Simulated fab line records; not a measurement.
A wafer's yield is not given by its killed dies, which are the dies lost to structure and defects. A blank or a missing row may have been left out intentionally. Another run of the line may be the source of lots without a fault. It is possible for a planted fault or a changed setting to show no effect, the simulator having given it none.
Chamber matching / flow n5-finfet / N5_BEOL_M1_PRE_CLEAN_60 on cvd-co-02 has 3 sister chambers
The step time 15 s. 6 wafers are shown with their chamber, then 9 later ones without.

## WAFERS, EACH WITH ITS CHAMBER
wafer=L079.4; chamber=0; heater-power-w (W)=92
wafer=L088.1; chamber=1; heater-power-w (W)=96
wafer=L088.4; chamber=0; heater-power-w (W)=93
wafer=L090.1; chamber=2; heater-power-w (W)=64
wafer=L090.5; chamber=1; heater-power-w (W)=95
wafer=L090.6; chamber=2; heater-power-w (W)=64

## WAFERS MISSING THEIR CHAMBER
wafer=L092.2; heater-power-w (W)=93
wafer=L092.4; heater-power-w (W)=92
wafer=L092.5; heater-power-w (W)=64
wafer=L094.4; heater-power-w (W)=63
wafer=L094.5; heater-power-w (W)=93
wafer=L094.6; heater-power-w (W)=93
wafer=L097.1; heater-power-w (W)=66
wafer=L097.3; heater-power-w (W)=93
wafer=L097.6; heater-power-w (W)=62

## THE CHAMBER EACH PASSED THROUGH
wafer=L092.2; from the rows above=0; in truth=0
wafer=L092.4; from the rows above=0; in truth=0
wafer=L092.5; from the rows above=2; in truth=2
wafer=L094.4; from the rows above=2; in truth=2
wafer=L094.5; from the rows above=0; in truth=0
wafer=L094.6; from the rows above=0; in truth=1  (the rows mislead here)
wafer=L097.1; from the rows above=2; in truth=2
wafer=L097.3; from the rows above=0; in truth=0
wafer=L097.6; from the rows above=2; in truth=2
Correct placement for 8 of the 9. From these rows, 0 cannot be placed. Wrongly placed: 1.
How it was worked out, from the rows above alone: a wafer's distance from a chamber is the root of the sum, over the readings, of the square of ((its reading less the chamber's mean) divided by the reading's scatter). The wafer belongs to the nearest chamber; if the next one is less than 2 further off, it can't be placed. For every chamber, the mean is computed from those of its wafers that are shown. The scatter: the root of (the sum of the squares of (reading less its chamber's mean) over the shown wafers, divided by (wafers less chambers)).
